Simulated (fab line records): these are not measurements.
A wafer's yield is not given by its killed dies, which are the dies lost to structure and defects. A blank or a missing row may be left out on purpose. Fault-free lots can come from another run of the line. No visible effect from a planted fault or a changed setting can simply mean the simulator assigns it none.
fab line records	flow n5-finfet	part 2 of 2: steps 5 to 6 of 6
[record] lots = 23	wafers = 69	last-day = 18
route steps=1938 shown BEOL_M8@1367 BEOL_M9@1445 BEOL_M10@1490
lots that met no fault: from a run of the same line without faults
start-h: the number of hours between the record's first day and the start of the first shown wafer of the lot	wait-h: how many hours have passed since the lot's step before this one	" unchanged from the row above	L1.1+2: one row covering several wafers at once	- value missing, or start not given	* or withheld: withheld	< > ~ a bound
route shown NAME@n: a module of which the file shows steps, and the number in the route of the first	usual: the fault-free wafers' mean and standard deviation	same: alike in all rows	chamber/n: place in a boat	sites: per-site readings	_std_site: standard deviation of those values	_edge_site: mean of outer sites minus mean of inner sites	radius-mm: how far each site lies from the wafer's centre	mask NAME#n: copy n	behind: tool/chamber where the wafer was last shaped	hold: what put the lot on hold/how long, in hours/how the hold closed	device: transistor that didn't switch, given as n, p or np	end of line: tests of these same wafers at the route's end	step lacking rows: just its recipe	killed: count of dies lost to structure and defects at first sort (not the wafer's yield)	map: shows each die of a wafer: x if killed, . if not, _ if none is there
set.NAME: the run value of the setting; set.NAME@STEP: its run value at that earlier step	model.NAME: the simulator's own value behind a step, which no gauge read
the route's steps for a sample of lots (tables are steps, rows are wafers)
services: from which hour (start-h, from the record's first day; less than 0 if before it) a tool's chamber was out of use, for how many hours, and why
[[steps]]
[step N5_BEOL_M9_INSPECT_58]
[recipe] inspect-instrument = darkfield	mode = post-dep
[usual] raw-defect-count = 65/17
lot.wafer	tool	chamber	start-h	wait-h	raw-defect-count
L074.4	defect-inspect-02	-	221.68	0.0	53
L074.5	"	-	"	"	45
L074.6	"	-	"	"	40
L075.2	defect-inspect-02	-	227.82	0.0	106
L075.4	"	-	"	"	50
L075.6	"	-	"	"	58
L077.1	defect-inspect-02	-	231.66	0.0	70
L077.2	"	-	"	"	85
L077.5	"	-	"	"	66
L076.2	defect-inspect-01	-	235.24	0.0	67
L076.3	"	-	"	"	55
L076.5	"	-	"	"	45
L079.3	defect-inspect-02	-	264.78	0.0	35
L079.4	"	-	"	"	59
L079.5	"	-	"	"	39
L078.2	defect-inspect-02	-	265.43	0.0	110
L078.5	"	-	"	"	100
L078.6	"	-	"	"	59
L082.1	defect-inspect-01	-	271.69	0.0	102
L082.3	"	-	"	"	54
L082.5	"	-	"	"	74
L080.2	defect-inspect-01	-	274.87	0.0	45
L080.5	"	-	"	"	51
L080.6	"	-	"	"	48
L081.2	defect-inspect-02	-	275.24	0.0	92
L081.4	"	-	"	"	73
L081.5	"	-	"	"	62
L085.1	defect-inspect-02	-	283.30	0.0	67
L085.2	"	-	"	"	102
L085.6	"	-	"	"	60
L083.1	defect-inspect-02	-	288.30	0.0	52
L083.3	"	-	"	"	48
L083.4	"	-	"	"	53
L087.3	defect-inspect-01	-	292.91	0.0	64
L087.4	"	-	"	"	67
L087.5	"	-	"	"	75
L086.3	defect-inspect-02	-	295.68	0.0	59
L086.4	"	-	"	"	81
L086.5	"	-	"	"	53
L084.2	defect-inspect-01	-	295.77	0.0	47
L084.4	"	-	"	"	37
L084.6	"	-	"	"	52
L089.2	defect-inspect-02	-	308.77	0.0	49
L089.3	"	-	"	"	69
L089.5	"	-	"	"	64
L090.3	defect-inspect-01	-	325.44	0.0	35
L090.4	"	-	"	"	75
L090.5	"	-	"	"	80
L092.1	defect-inspect-02	-	334.59	0.0	74
L092.2	"	-	"	"	57
L092.3	"	-	"	"	75
L091.1	defect-inspect-02	-	334.82	0.0	90
L091.2	"	-	"	"	57
L091.3	"	-	"	"	64
L093.2	defect-inspect-02	-	343.60	0.0	58
L093.3	"	-	"	"	61
L093.4	"	-	"	"	67
L094.1	defect-inspect-02	-	352.13	0.0	72
L094.5	"	-	"	"	60
L094.6	"	-	"	"	50
L097.2	defect-inspect-01	-	361.92	0.0	54
L097.4	"	-	"	"	117
L097.5	"	-	"	"	74
L096.1	defect-inspect-01	-	366.54	0.0	53
L096.2	"	-	"	"	44
L096.4	"	-	"	"	81
L095.2	defect-inspect-02	-	366.85	0.0	92
L095.3	"	-	"	"	68
L095.4	"	-	"	"	65
[step N5_BEOL_M10_STRIP_67]
[recipe] chemistry = CF4	resist = SiARC	power-w = 300	bias-power-w = 75	pressure-mtorr = 50	cf4-flow-sccm = 150	rf-frequency-hz = 6e+07
[usual] drypump-motor-current-A = 5.6/0.49	oes-product-au = 0.78/0.05	rf-vpp-V = 270.9/1.4	showerhead-plenum-p-Torr = 1.79/0.05	throttle-valve-pct = 13.57/0.23
lot.wafer	tool	chamber	start-h	wait-h	drypump-motor-current-A	oes-product-au	rf-hours-counter-h	rf-vpp-V	showerhead-plenum-p-Torr	throttle-valve-pct
L074.4	rie-diel-03	2	223.68	0.0	5.6	0.84	46	272.4	1.83	13.20
L074.5	"	0	"	"	5.4	0.81	-	273.3	1.87	13.10
L074.6	"	3	"	"	6.0	0.74	-	272.0	1.79	13.39
L075.2	rie-diel-02	3	230.37	0.0	5.4	0.76	164	273.5	1.86	13.72
L075.4	"	0	"	"	5.4	0.73	172	271.4	1.80	13.86
L075.6	"	2	"	"	5.1	0.88	-	270.8	1.75	13.61
L077.1	rie-diel-03	2	233.90	0.0	5.6	0.85	49	271.4	1.83	13.20
L077.2	"	3	"	"	6.0	0.74	151	271.2	1.79	13.40
L077.5	"	3	"	"	6.0	0.74	-	269.8	1.79	13.40
L076.2	rie-diel-06	0	237.71	0.0	6.2	0.85	56	271.3	1.75	13.61
L076.3	"	2	"	"	5.4	0.81	116	269.7	1.75	13.65
L076.5	"	1	"	"	4.8	0.73	-	269.3	1.71	13.75
L079.3	rie-diel-02	2	267.40	0.0	5.1	0.85	59	271.5	1.74	13.61
L079.4	"	0	"	"	5.4	0.72	185	271.0	1.79	13.90
L079.5	"	1	"	"	5.1	0.82	-	270.0	1.74	13.57
L078.2	rie-diel-02	1	267.71	0.0	5.1	0.82	70	269.5	1.74	13.59
L078.5	"	3	"	"	5.4	0.75	-	271.9	1.86	13.76
L078.6	"	0	"	"	5.4	0.71	-	270.5	1.79	13.89
L082.1	rie-diel-02	0	274.54	0.0	5.4	0.71	188	270.7	1.79	13.89
L082.3	"	2	"	"	5.1	0.84	62	270.3	1.74	13.65
L082.5	"	1	"	"	5.0	0.81	-	270.3	1.74	13.57
L080.2	rie-diel-06	1	276.31	0.0	4.8	0.71	197	267.8	1.71	13.78
L080.5	"	3	"	"	6.6	0.77	-	271.6	1.80	13.70
L080.6	"	0	"	"	6.2	0.83	-	268.9	1.75	13.63
L081.2	rie-diel-03	0	277.35	0.0	5.5	0.80	105	273.1	1.87	13.15
L081.4	"	3	"	"	6.0	0.73	167	271.7	1.79	13.43
L081.5	"	0	"	"	5.5	0.80	-	273.1	1.87	13.15
L085.1	rie-diel-06	3	285.77	0.0	6.6	0.77	126	270.5	1.80	13.73
L085.2	"	1	"	"	4.8	0.72	200	268.8	1.71	13.78
L085.6	"	1	"	"	4.8	0.72	-	270.2	1.70	13.78
L083.1	rie-diel-03	3	290.50	0.0	6.0	0.72	170	271.0	1.79	13.46
L083.3	"	1	"	"	6.2	0.85	79	271.2	1.83	13.42
L083.4	"	0	"	"	5.4	0.79	110	272.9	1.87	13.14
L087.3	rie-diel-02	3	294.45	0.0	5.4	0.74	185	272.7	1.86	13.78
L087.4	"	0	"	"	5.4	0.70	195	270.0	1.79	13.89
L087.5	"	0	"	"	5.4	0.70	-	272.1	1.79	13.91
L086.3	rie-diel-03	3	300.19	0.0	6.0	0.72	174	270.9	1.79	13.44
L086.4	"	0	"	"	5.4	0.79	113	274.4	1.87	13.14
L086.5	"	1	"	"	6.1	0.84	-	272.6	1.83	13.42
L084.2	rie-diel-02	3	300.35	0.0	5.4	0.73	187	272.8	1.85	13.79
L084.4	"	0	"	"	5.4	0.71	197	270.4	1.79	13.91
L084.6	"	1	"	"	5.0	0.80	-	269.7	1.74	13.59
L089.2	rie-diel-03	1	311.24	0.0	6.1	0.84	86	272.8	1.82	13.43
L089.3	"	0	"	"	5.5	0.78	117	273.4	1.87	13.18
L089.5	"	0	"	"	5.5	0.78	-	271.6	1.87	13.18
L090.3	rie-diel-06	1	329.46	0.0	4.8	0.71	215	268.9	1.70	13.83
L090.4	"	2	"	"	5.4	0.78	145	268.7	1.74	13.72
L090.5	"	1	"	"	4.8	0.70	-	269.0	1.70	13.82
L092.1	rie-diel-02	2	336.50	0.0	5.1	0.82	84	270.1	1.74	13.69
L092.2	"	0	"	"	5.4	0.70	209	270.3	1.79	13.94
L092.3	"	1	"	"	5.1	0.79	95	268.5	1.74	13.62
L091.1	rie-diel-03	3	336.63	0.0	6.0	0.71	184	271.2	1.78	13.47
L091.2	"	1	"	"	6.1	0.83	96	271.5	1.82	13.45
L091.3	"	0	"	"	5.4	0.78	128	272.5	1.86	13.20
L093.2	rie-diel-03	3	346.07	0.0	6.0	0.71	187	271.3	1.78	13.50
L093.3	"	0	"	"	5.4	0.77	130	272.8	1.86	13.19
L093.4	"	1	"	"	6.1	0.83	99	271.5	1.82	13.45
L094.1	rie-diel-06	3	355.50	0.0	6.6	0.75	147	272.1	1.79	13.75
L094.5	"	1	"	"	4.8	0.70	-	267.0	1.70	13.84
L094.6	"	2	"	"	5.4	0.77	-	269.5	1.74	13.74
L097.2	rie-diel-02	2	365.73	0.0	5.1	0.80	96	269.6	1.73	13.72
L097.4	"	3	"	"	5.4	0.72	209	271.7	1.85	13.84
L097.5	"	1	"	"	5.1	0.78	-	268.9	1.73	13.66
L096.1	rie-diel-03	0	370.62	0.0	5.4	0.76	139	273.0	1.86	13.22
L096.2	"	2	"	"	5.6	0.78	97	271.1	1.81	13.34
L096.4	"	3	"	"	6.0	0.71	196	269.1	1.78	13.51
L095.2	rie-diel-06	2	370.82	0.0	5.4	0.77	157	271.2	1.74	13.72
L095.3	"	1	"	"	4.8	0.69	230	269.8	1.70	13.85
L095.4	"	3	"	"	6.6	0.74	152	271.1	1.79	13.75
[[services]]
tool	chamber	start-h	hours	kind
cmp-03	-	189.88	1.2	repair
rie-diel-05	3	190.29	7.9	repair
rie-diel-01	1	194.00	11.3	repair
cmp-04	-	197.34	4.2	repair
rie-diel-01	0	197.51	3.7	repair
cmp-03	-	199.47	10.9	pm
cmp-01	-	203.68	4.0	pm
cmp-03	-	217.35	4.0	repair
rie-diel-01	3	226.04	5.8	repair
cmp-03	-	227.05	4.2	repair
rie-diel-01	2	236.17	32.3	repair
rie-diel-01	-	236.82	0.8	repair
rie-diel-06	3	237.05	5.0	repair
rie-diel-04	1	253.83	13.9	repair
rie-diel-01	1	279.30	8.4	repair
rie-diel-01	3	286.15	4.1	repair
cmp-04	-	289.99	2.2	pm
cmp-04	-	295.23	1.3	repair
cmp-01	-	302.21	1.4	repair
rie-diel-03	3	307.60	7.1	repair
cmp-04	-	332.19	4.0	pm
rie-diel-02	3	335.50	4.8	repair
cmp-04	-	350.68	1.3	repair
rie-diel-06	2	362.62	4.0	repair
